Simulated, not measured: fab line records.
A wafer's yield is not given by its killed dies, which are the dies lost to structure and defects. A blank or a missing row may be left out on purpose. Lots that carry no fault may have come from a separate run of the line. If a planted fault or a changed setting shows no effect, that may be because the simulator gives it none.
Split-lot trial || flow n5Finfet || 21 wafers read from 7 lots, route of 1938 steps

== THE SPLIT ==
At N5_BEOL_M6_TRENCH_ETCH_37 (etches SiCOH lowk in C4F6/O2, target depth 94.435 nm, time 31.5 s), the setting timeS was moved away from the recipe's 31.5 s on 8 of the 21 wafers read, by -19.8% to +22.1%. For the rest of the wafers, this setting stayed at what the recipe calls for.

== FROM THE SPLIT TO THE READING: what the file shows between them, 11 steps ==
- N5_BEOL_M6_ETCH_41: etches SiCN in CH3F/O2, target depth 29.7 nm, time 52 s
- N5_BEOL_M6_STRIP_80: strips in N2/H2, time 10 s
- N5_BEOL_M6_OCD_MEAS_38
- N5_BEOL_M6_HM_STRIP_39: strips TiN in peroxide tin strip, target depth 25 nm, time 158 s
- N5_BEOL_M6_SRD_40: time 30 s
- N5_BEOL_M6_ECD_50: material Cu, target thk 300 nm
- N5_BEOL_M6_ANNEAL_51: time 90 s
- N5_BEOL_M6_CMP_52: polishes, stops on SiCOH lowk, t overpolish 6.9 s, target thk 80 nm
- N5_BEOL_M6_THK_MEAS_53: measures by xrf
- N5_BEOL_M6_PRE_CLEAN_55: time 15 s
- N5_BEOL_M6_DEP_56: deposits SiCN from 3MS/NH3, target thk 10 nm, time 17.5 s

== THE READING ==
Measured at N5_BEOL_M6_RS_MEAS_57 by four-point probe: M6_RS, in ohm/sq. On this fab line, fault-free wafers typically give 0.288 ohm/sq with a standard deviation of 0.012 ohm/sq.

{"wafer": "L074.1", "tool, chamber at the split": "rieDiel-02, 0", "timeS as run, s": 31.5, "against the recipe": "recipe", "M6_RS, ohm/sq": 0.282, "against lot-mates on the recipe": "-"}
{"wafer": "L074.2", "tool, chamber at the split": "rieDiel-02, 1", "timeS as run, s": 31.5, "against the recipe": "recipe", "M6_RS, ohm/sq": 0.295, "against lot-mates on the recipe": "-"}
{"wafer": "L074.5", "tool, chamber at the split": "rieDiel-02, 2", "timeS as run, s": 31.5, "against the recipe": "recipe", "M6_RS, ohm/sq": 0.299, "against lot-mates on the recipe": "-"}
{"wafer": "L078.1", "tool, chamber at the split": "rieDiel-05, 3", "timeS as run, s": 31.5, "against the recipe": "recipe", "M6_RS, ohm/sq": 0.301, "against lot-mates on the recipe": "-"}
{"wafer": "L078.3", "tool, chamber at the split": "rieDiel-05, 0", "timeS as run, s": 31.5, "against the recipe": "recipe", "M6_RS, ohm/sq": 0.298, "against lot-mates on the recipe": "-"}
{"wafer": "L078.6", "tool, chamber at the split": "rieDiel-05, 3", "timeS as run, s": 31.5, "against the recipe": "recipe", "M6_RS, ohm/sq": 0.300, "against lot-mates on the recipe": "-"}
{"wafer": "L080.1", "tool, chamber at the split": "rieDiel-06, 2", "timeS as run, s": 33.36, "against the recipe": "+5.9%", "M6_RS, ohm/sq": 0.249, "against lot-mates on the recipe": -0.037}
{"wafer": "L080.4", "tool, chamber at the split": "rieDiel-06, 3", "timeS as run, s": 33.36, "against the recipe": "+5.9%", "M6_RS, ohm/sq": 0.257, "against lot-mates on the recipe": -0.029}
{"wafer": "L080.5", "tool, chamber at the split": "rieDiel-06, 1", "timeS as run, s": 31.5, "against the recipe": "recipe", "M6_RS, ohm/sq": 0.286, "against lot-mates on the recipe": "-"}
{"wafer": "L083.3", "tool, chamber at the split": "rieDiel-05, 3", "timeS as run, s": 38.46, "against the recipe": "+22.1%", "M6_RS, ohm/sq": 0.235, "against lot-mates on the recipe": -0.065}
{"wafer": "L083.5", "tool, chamber at the split": "rieDiel-05, 3", "timeS as run, s": 31.5, "against the recipe": "recipe", "M6_RS, ohm/sq": 0.300, "against lot-mates on the recipe": "-"}
{"wafer": "L083.6", "tool, chamber at the split": "rieDiel-05, 2", "timeS as run, s": 38.46, "against the recipe": "+22.1%", "M6_RS, ohm/sq": 0.224, "against lot-mates on the recipe": -0.076}
{"wafer": "L085.1", "tool, chamber at the split": "rieDiel-05, 1", "timeS as run, s": 31.5, "against the recipe": "recipe", "M6_RS, ohm/sq": 0.284, "against lot-mates on the recipe": "-"}
{"wafer": "L085.5", "tool, chamber at the split": "rieDiel-05, 0", "timeS as run, s": 25.27, "against the recipe": "-19.8%", "M6_RS, ohm/sq": 0.411, "against lot-mates on the recipe": "+0.127"}
{"wafer": "L085.6", "tool, chamber at the split": "rieDiel-05, 3", "timeS as run, s": 25.27, "against the recipe": "-19.8%", "M6_RS, ohm/sq": 0.436, "against lot-mates on the recipe": "+0.152"}
{"wafer": "L088.2", "tool, chamber at the split": "rieDiel-05, 3", "timeS as run, s": 31.5, "against the recipe": "recipe", "M6_RS, ohm/sq": 0.294, "against lot-mates on the recipe": "-"}
{"wafer": "L088.5", "tool, chamber at the split": "rieDiel-05, 2", "timeS as run, s": 27.76, "against the recipe": "-11.9%", "M6_RS, ohm/sq": 0.351, "against lot-mates on the recipe": "+0.071"}
{"wafer": "L088.6", "tool, chamber at the split": "rieDiel-05, 1", "timeS as run, s": 31.5, "against the recipe": "recipe", "M6_RS, ohm/sq": 0.266, "against lot-mates on the recipe": "-"}
{"wafer": "L097.1", "tool, chamber at the split": "rieDiel-05, 3", "timeS as run, s": 31.5, "against the recipe": "recipe", "M6_RS, ohm/sq": 0.294, "against lot-mates on the recipe": "-"}
{"wafer": "L097.2", "tool, chamber at the split": "rieDiel-05, 1", "timeS as run, s": 31.5, "against the recipe": "recipe", "M6_RS, ohm/sq": 0.275, "against lot-mates on the recipe": "-"}
{"wafer": "L097.6", "tool, chamber at the split": "rieDiel-05, 2", "timeS as run, s": 26.72, "against the recipe": "-15.2%", "M6_RS, ohm/sq": 0.390, "against lot-mates on the recipe": "+0.106"}

THE FIT
A straight line over all 21 wafers: M6_RS changes by -0.00479 ohm/sq for each +1% of timeS; r = -0.93; the points scatter about the line by 0.021 ohm/sq.
The same after taking each lot's own level away (the mean of its wafers on the recipe; 21 wafers): -0.00517 ohm/sq for each +1%; r = -0.95; scatter 0.019 ohm/sq.
On that fit, the largest move of timeS shifts the reading by 0.11 ohm/sq.
From 0.2800 to 0.3000 ohm/sq: that is the span of the lots' own levels, equal to 1.7 times the standard deviation above.
Hence the lot-to-lot level has little effect on the slope; both slopes agree.
Check: -0.121 ohm/sq against its lot-mates is what the line predicts for one of the wafers moved furthest among these (+22.1%) when that wafer is left out of the fit. Against them it came out at -0.065 ohm/sq.

== THE WHOLE CHAIN: every reading that the file lists as answering this split, in the file's order ==
{"step": "N5_BEOL_M6_TRENCH_ETCH_37", "what it does": "etches SiCOH lowk in C4F6/O2, target depth 94.435 nm, time 31.5 s", "reading": "BEOL_M6.featureDepthNm (the simulator's own value, which no gauge read)", "change (the file's fit)": "+1.08 nm for each +1% of the setting", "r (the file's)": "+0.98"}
{"step": "N5_BEOL_M6_TRENCH_ETCH_37", "what it does": "etches SiCOH lowk in C4F6/O2, target depth 94.435 nm, time 31.5 s", "reading": "etch.depthNm (the simulator's own value, which no gauge read)", "change (the file's fit)": "+1.09 nm for each +1% of the setting", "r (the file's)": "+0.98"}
{"step": "N5_BEOL_M6_OCD_MEAS_38", "what it does": "", "reading": "trenchDepthNm", "change (the file's fit)": "+1.08 nm for each +1% of the setting", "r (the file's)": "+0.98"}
{"step": "N5_BEOL_M6_CMP_52", "what it does": "polishes, stops on SiCOH lowk, t overpolish 6.9 s, target thk 80 nm", "reading": "Cu_of_BEOL_M6_ECD_50.thkNm (the simulator's own value, which no gauge read)", "change (the file's fit)": "+1.09 nm for each +1% of the setting", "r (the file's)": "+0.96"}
{"step": "N5_BEOL_M6_THK_MEAS_53", "what it does": "measures by xrf", "reading": "M6_THK", "change (the file's fit)": "+1.09 for each +1% of the setting", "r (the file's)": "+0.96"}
{"step": "N5_BEOL_M6_RS_MEAS_57", "what it does": "measures by four-point-probe", "reading": "M6_RS", "change (the file's fit)": "-0.00541 for each +1% of the setting", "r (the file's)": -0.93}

== FILE'S OWN FIT ==
M6_RS changes by -0.00541 ohm/sq for each +1% of timeS, r = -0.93.
